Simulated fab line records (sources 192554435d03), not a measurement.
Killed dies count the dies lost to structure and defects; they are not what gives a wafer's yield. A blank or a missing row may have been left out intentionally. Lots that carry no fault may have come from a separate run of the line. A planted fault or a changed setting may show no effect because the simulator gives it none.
A struck lot beside a sound one / flow n5_finfet / 25 out of 1938 route steps
Sound: these wafers, L891.1, L891.2, L891.3. Struck: wafer L892.1 (left out: L892.3, L892.6 of the same lot, which were not struck); the cause appears at the end.
Each step with rows lists, per side, the tool, then ch with its chambers, then its first start. Under that, the readings that differ: sound wafers / struck wafers / difference of the means / sigmas: that difference in standard deviations of wafers without a fault.
alike: a reading whose means differ by less than 2 such deviations, as well as words and numbers matching on both sides. not compared: withheld readings; readings where some wafer has no value; bounds like >300 that might hide an equal value; numbers whose values overlap and for which the record gives no deviation.
The two part at a step that has a row with sigmas, a row that says differs or no value, or rows on one side only. Numbers that have no deviation but don't overlap get no sigmas and don't part them. Lack of a reading on every wafer of one side parts them only where that side has two or more wafers.

first, 9 steps without rows for these wafers: N5_SDB_CMP_30 (polishes, stops on poly-Si, t overpolish 1.54 s, target thk 30 nm); N5_DUMMY_REMOVAL_HM_STRIP_01 (strips SiNx in CH3F/O2, stops on poly-Si, target depth 4 nm, time 6.8 s); N5_DUMMY_REMOVAL_STRIP_10 (strips in N2/H2, time 40 s); N5_DUMMY_REMOVAL_PRECLEAN_07 (cleans in dHF, time 30 s); N5_DUMMY_REMOVAL_DUMMY_REMOVE_02 (chemistry TMAH, target poly-Si, stops on SiO2, target depth 142 nm, time 57 s, rinse time 30 s); N5_DUMMY_REMOVAL_PRECLEAN_08 (cleans in NF3:NH3, afs cycles 2, time 20 s, sublimation time 60 s); N5_DUMMY_REMOVAL_PRECLEAN_04 (cleans in DHF, time 37 s); N5_DUMMY_REMOVAL_SRD_05 (time 30 s); N5_HKMG_FIN_IL_REGROW_00 (material SiO2, chemistry O3, target thk 0.75 nm, time 30 s).
N5_HKMG_FIN_HK_ALD_01: deposits HfO2, target thk 1.6 nm, pulse time 3 s, purge time 3 s.
  sound on ald_hk-02 ch 0,2,3, day 8 23:23; struck on ald_hk-02 ch 3, day 9 03:41
  alike: precursor_pulse_height_rel
then, 11 steps without rows for these wafers: N5_HKMG_FIN_HK_ANNEAL_02 (time 30 s); N5_HKMG_FIN_ALD_74 (deposits La2O3, target thk 0.5 nm, pulse time 6 s, co reactant pulse time 1 s); N5_HKMG_FIN_ALD_75 (deposits Al2O3, target thk 1 nm, co reactant pulse time 1 s); N5_HKMG_FIN_COAT_41 (time 60 s, resist thk 300 nm); N5_HKMG_FIN_COAT_42 (time 60 s, resist thk 35 nm); N5_HKMG_FIN_COAT_43 (resist thk 90 nm); N5_HKMG_FIN_EBR_45; N5_HKMG_FIN_SOFTBAKE_44 (time 60 s); N5_HKMG_FIN_EXPOSE_46 (exposes mask NDIPOLE); N5_HKMG_FIN_PEB_47 (peb time 60 s); N5_HKMG_FIN_DEVELOP_48 (develop time 30 s).
N5_HKMG_FIN_INSPECT_61: inspects for defects (macro).
  struck on defect_inspect-01, day 9 04:41; sound on defect_inspect-02, day 9 00:25
reading=raw_defect_count; sound=1 4 0; struck=>300; difference=differs; sigmas=
then, 1 step without rows for these wafers: N5_HKMG_FIN_DESCUM_53 (chemistry O2, time 7.9 s).
-- here the record skips 4 days between the struck wafers' starts before and after, leaving off in module HKMG_FIN and picking up in module BEOL_M4 (first step shown: number 1111 of the route) --
N5_BEOL_M4_RC_MEAS_101:
  sound on prober-01 ch 0, day 13 00:59; struck on prober-02 ch 0, day 13 05:02
reading=DIBL_N (mV/V); sound=38.3 36.0 37.9; struck=33.9; difference=-3.5; sigmas=-2
reading=DIBL_P (mV/V); sound=39.8 36.7 38.9; struck=32.4; difference=-6.1; sigmas=-3
reading=IOFF_N (nA/um); sound=0.19 0.15 0.20; struck=0.11; difference=-0.07; sigmas=-2
reading=IOFF_P (nA/um); sound=0.26 0.20 0.24; struck=0.16; difference=-0.07; sigmas=-2
  alike: ION_N, ION_P, SS_N, SS_P, VT_N, VT_P
-- record jumps: 4 days separate the struck wafers' starts on either side; left off in module BEOL_M4, taken up again in module PASSIVATION, whose first shown step is the route's number 1936 --
N5_PASSIVATION_PROBE_49:
  struck on prober-01, day 17 14:25; sound on prober-02, day 17 07:57
reading=defect_limited_yield (%); sound=88.4 91.0 91.8; struck=83.8; difference=-6.6; sigmas=-4
reading=killed_at_contacts; sound=33 22 23; struck=10; difference=-16; sigmas=-2
reading=killed_at_front_end; sound=39 43 27; struck=139; difference=+103; sigmas=+10
reading=killed_dies; sound=137 106 97; struck=191; difference=+78; sigmas=+5
reading=killed_on_rim; sound=27 15 11; struck=34; difference=+16; sigmas=+4
reading=sort_bin_5_function (%); sound=7.1 5.3 4.7; struck=9.3; difference=+3.6; sigmas=+4
reading=sort_n_pass; sound=1043 1074 1083; struck=989; difference=-78; sigmas=-5
reading=sort_yield_pct (%); sound=88.4 91.0 91.8; struck=83.8; difference=-6.6; sigmas=-5
  alike: killed_at_M0_to_M3, killed_at_M4_up, killed_at_other, killed_open, killed_short, sort_bin_6_memory, sort_bin_8_speed

WHERE THEY PART
Earliest at N5_HKMG_FIN_INSPECT_61; latest, in this record, at N5_PASSIVATION_PROBE_49.

WHY: what had been put in by the simulator
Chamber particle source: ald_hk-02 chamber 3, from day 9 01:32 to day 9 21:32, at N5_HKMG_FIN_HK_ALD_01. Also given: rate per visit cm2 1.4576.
